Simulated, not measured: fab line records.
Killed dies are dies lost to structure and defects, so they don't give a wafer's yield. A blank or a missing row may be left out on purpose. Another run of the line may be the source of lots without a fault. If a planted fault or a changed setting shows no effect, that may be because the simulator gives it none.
The tool behind it: which one? + flow n5 finfet + 24 lots, 72 wafers sampled, at 2 steps of a route of 1938

WHAT EACH GAUGE READ, for each wafer
N5_BEOL_M0_SAQP_OVL_MEAS_41.
| lot  | measured     | on         | M0_CUT1_OVL (nm) |
|------|--------------|------------|------------------|
| L074 | day 5 16:41  | overlay-01 | -0.3 0.1 0.7     |
| L075 | day 5 23:45  | overlay-02 | -0.7 -0.3 0.1    |
| L076 | day 6 05:55  | overlay-01 | -0.7 -0.3 0.1    |
| L077 | day 6 11:08  | overlay-01 | 0.9 -0.3 0.3     |
| L078 | day 6 21:39  | overlay-02 | 1.5 0.7 0.4      |
| L079 | day 7 00:44  | overlay-02 | -0.3 -1.1 0.0    |
| L080 | day 7 14:02  | overlay-02 | 0.8 0.7 2.0      |
| L081 | day 7 15:34  | overlay-01 | -0.5 -0.2 0.4    |
| L082 | day 7 19:44  | overlay-01 | -1.1 -1.0 -1.6   |
| L083 | day 8 01:05  | overlay-02 | -0.3 0.1 -0.4    |
| L084 | day 8 07:23  | overlay-01 | 0.7 -0.5 0.2     |
| L085 | day 8 12:36  | overlay-02 | 0.9 -0.6 0.1     |
| L086 | day 8 23:27  | overlay-02 | 0.5 0.1 0.0      |
| L087 | day 9 04:28  | overlay-01 | 0.4 0.4 -0.2     |
| L088 | day 9 09:59  | overlay-01 | 1.0 0.6 0.1      |
| L089 | day 9 13:51  | overlay-02 | -0.4 -0.8 -0.4   |
| L090 | day 9 21:22  | overlay-02 | -0.2 -0.5 -0.1   |
| L091 | day 10 05:40 | overlay-02 | -0.6 -0.6 -0.1   |
| L092 | day 10 09:19 | overlay-01 | -0.1 0.0 0.6     |
| L093 | day 10 17:10 | overlay-02 | 0.1 1.1 0.7      |
| L094 | day 10 19:35 | overlay-01 | 0.1 1.0 -0.2     |
| L095 | day 10 20:40 | overlay-02 | -1.0 0.0 1.0     |
| L096 | day 11 11:23 | overlay-01 | 0.2 -0.1 -0.3    |
| L097 | day 11 17:36 | overlay-02 | 0.2 0.3 0.1      |

WHICH TOOL RAN EACH LOT (tool, then ch and the chambers of the sampled wafers, then the start)
| lot  | N5_BEOL_M0_SAQP_SPACER2_ALD_26    |
|------|-----------------------------------|
| L074 | ald sin-04 ch 0,1,2, day 5 15:29  |
| L075 | ald sin-04 ch 0,1, day 5 22:40    |
| L076 | ald sin-04 ch 2,3, day 6 04:49    |
| L077 | ald sin-01 ch 0,1,3, day 6 09:55  |
| L078 | ald sin-04 ch 0,1, day 6 20:30    |
| L079 | ald sin-01 ch 0,1,3, day 6 23:31  |
| L080 | ald sin-04 ch 0,3, day 7 12:49    |
| L081 | ald sin-02 ch 0,2, day 7 14:06    |
| L082 | ald sin-04 ch 1,2,3, day 7 18:28  |
| L083 | ald sin-02 ch 1,2,3, day 7 23:49  |
| L084 | ald sin-04 ch 0,1,2, day 8 06:19  |
| L085 | ald sin-01 ch 1,2,3, day 8 11:31  |
| L086 | ald sin-04 ch 0,1,2, day 8 22:22  |
| L087 | ald sin-04 ch 0,2,3, day 9 03:23  |
| L088 | ald sin-04 ch 0,2,3, day 9 08:46  |
| L089 | ald sin-01 ch 0,1,3, day 9 12:38  |
| L090 | ald sin-01 ch 0,1,2, day 9 20:13  |
| L091 | ald sin-04 ch 1,2, day 10 04:31   |
| L092 | ald sin-04 ch 1,2,3, day 10 08:14 |
| L093 | ald sin-01 ch 0,3, day 10 16:04   |
| L094 | ald sin-04 ch 1,2,3, day 10 18:12 |
| L095 | ald sin-01 ch 2,3, day 10 19:34   |
| L096 | ald sin-02 ch 0,3, day 11 10:10   |
| L097 | ald sin-01 ch 1,2,3, day 11 16:29 |
- N5_BEOL_M0_SAQP_SPACER2_ALD_26: deposits SiO2, target thk 15 nm, pulse time 1 s, purge time 2 s.

WHAT THE TOOLS THEMSELVES READ (means of the sampled wafers that have a number; where no wafer has one, the mark that the record gives instead)
N5_BEOL_M0_SAQP_SPACER2_ALD_26.
| lot  | tool       | heater power w (W) | precursor pulse height rel | susceptor temp C (C) |
|------|------------|--------------------|----------------------------|----------------------|
| L074 | ald sin-04 | 445                | 0.997                      | 299.87               |
| L075 | ald sin-04 | 414                | 1.017                      | 299.92               |
| L076 | ald sin-04 | 511                | 1.006                      | 300.06               |
| L077 | ald sin-01 | 459                | 0.994                      | 300.04               |
| L078 | ald sin-04 | 426                | 1.020                      | 299.84               |
| L079 | ald sin-01 | 459                | 0.998                      | 299.96               |
| L080 | ald sin-04 | 498                | 0.996                      | 299.84               |
| L081 | ald sin-02 | 495                | 0.973                      | 299.88               |
| L082 | ald sin-04 | 489                | 0.982                      | 299.84               |
| L083 | ald sin-02 | 462                | 1.000                      | 300.01               |
| L084 | ald sin-04 | 449                | 0.987                      | 300.01               |
| L085 | ald sin-01 | 465                | 1.000                      | 299.76               |
| L086 | ald sin-04 | 452                | 0.980                      | 300.15               |
| L087 | ald sin-04 | 480                | 1.002                      | 300.09               |
| L088 | ald sin-04 | 481                | 0.995                      | 299.80               |
| L089 | ald sin-01 | 465                | 1.003                      | 300.08               |
| L090 | ald sin-01 | 475                | 0.989                      | 300.04               |
| L091 | ald sin-04 | 467                | 0.996                      | 300.01               |
| L092 | ald sin-04 | 496                | 1.002                      | 300.17               |
| L093 | ald sin-01 | 436                | 0.985                      | 299.97               |
| L094 | ald sin-04 | 494                | 0.983                      | 300.12               |
| L095 | ald sin-01 | 462                | 1.005                      | 300.01               |
| L096 | ald sin-02 | 443                | 1.007                      | 299.78               |
| L097 | ald sin-01 | 477                | 1.001                      | 300.24               |

THE ANSWER, worked out from the rows above alone
Rule: the usual values come from the lots themselves. Put in order of their means at a reading, lots are off if they are a third of the lots or fewer, leave a main group of 4 or more, and stand apart from it by a gap of 3 or more times the standard deviation of the main group's means; of several such gaps the widest counts. The tables above print the reading to a certain number of digits; a main group whose means all agree to those digits is not used. Also off: a lot with no number at a reading for which 4 or more lots have one. Where the step has rows for the other lots, those lots are counted as sound. Order of review: gauges by route order, followed by the tools' own readings, for which a lot's mean as printed above is used. At the first step where some lot is off, the reading lying furthest off is the one used; lots without a number count as furthest.
Across all readings shown, no lot is off: no conclusion can be drawn from this.

WHAT HAD BEEN PUT IN BY THE SIMULATOR
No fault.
